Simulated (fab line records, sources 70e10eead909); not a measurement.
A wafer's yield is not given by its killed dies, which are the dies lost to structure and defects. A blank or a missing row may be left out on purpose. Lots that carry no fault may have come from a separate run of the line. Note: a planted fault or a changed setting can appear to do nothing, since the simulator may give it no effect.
Matching of chambers | flow nand_harc | NHARC_P_M1_STRIP_18 on rie_diel-10 has 4 sister chambers
The step strips in N2/H2. 14 wafers are shown with their chamber, then 7 later ones without.

== WAFERS, EACH WITH ITS CHAMBER ==
wafer  | chamber | showerhead_plenum_p_Torr (Torr) | drypump_motor_current_A (A) | oes_product_au (a.u.)
L079.1 | 0       | 1.93                            | 5.1                         | 0.992
L079.2 | 3       | 2.21                            | 5.4                         | 1.007
L079.5 | 0       | 1.93                            | 5.1                         | 0.992
L080.1 | 3       | 2.20                            | 5.4                         | 1.008
L080.2 | 0       | 1.93                            | 5.1                         | 0.993
L080.3 | 2       | 1.96                            | 4.9                         | 1.031
L083.2 | 1       | 2.09                            | 5.8                         | 1.003
L083.3 | 3       | 2.21                            | 5.4                         | 0.999
L083.5 | 1       | 2.09                            | 5.8                         | 1.003
L090.2 | 1       | 2.09                            | 5.8                         | 0.984
L090.3 | 3       | 2.21                            | 5.4                         | 0.989
L090.6 | 2       | 1.96                            | 5.0                         | 1.019
L094.2 | 2       | 1.96                            | 5.0                         | 1.019
L094.3 | 1       | 2.09                            | 5.8                         | 0.980

SIGNATURES (means of the wafers above)
reading                  | chamber 0 | chamber 1 | chamber 2 | chamber 3 | scatter within a chamber
showerhead_plenum_p_Torr | 1.9300    | 2.0900    | 1.9600    | 2.2075    | 0.00274
drypump_motor_current_A  | 5.100     | 5.800     | 4.967     | 5.400     | 0.0258
oes_product_au           | 0.99233   | 0.99250   | 1.02300   | 1.00075   | 0.00882
Rule: for each reading, subtract the chamber's mean from the wafer's reading, divide by that reading's scatter and square the result; add these up over the readings and take the root, which gives the wafer's distance from the chamber. The wafer belongs to the nearest chamber; if the next one is less than 2 further off, it can't be placed. The scatter is the square root of a quotient: the sum, over the shown wafers, of each reading's squared deviation from its chamber's mean, divided by wafers minus chambers.

== WAFERS WITH NO CHAMBER GIVEN ==
wafer  | showerhead_plenum_p_Torr (Torr) | drypump_motor_current_A (A) | oes_product_au (a.u.)
L094.5 | 1.93                            | 5.1                         | 0.979
L095.1 | 2.21                            | 5.4                         | 0.994
L095.3 | 2.09                            | 5.8                         | 0.980
L095.5 | 2.09                            | 5.8                         | 0.995
L097.1 | 1.96                            | 5.0                         | 1.001
L097.5 | 1.93                            | 5.1                         | 0.982
L097.6 | 2.20                            | 5.4                         | 0.992

== WHICH CHAMBER EACH WENT THROUGH ==
wafer  | from the rows above | in truth
L094.5 | 0                   | 0
L095.1 | 3                   | 3
L095.3 | 1                   | 1
L095.5 | 1                   | 1
L097.1 | 2                   | 2
L097.5 | 0                   | 0
L097.6 | 3                   | 3
Correctly placed: 7 of 7. From these rows, 0 cannot be placed. Wrongly placed: 0.
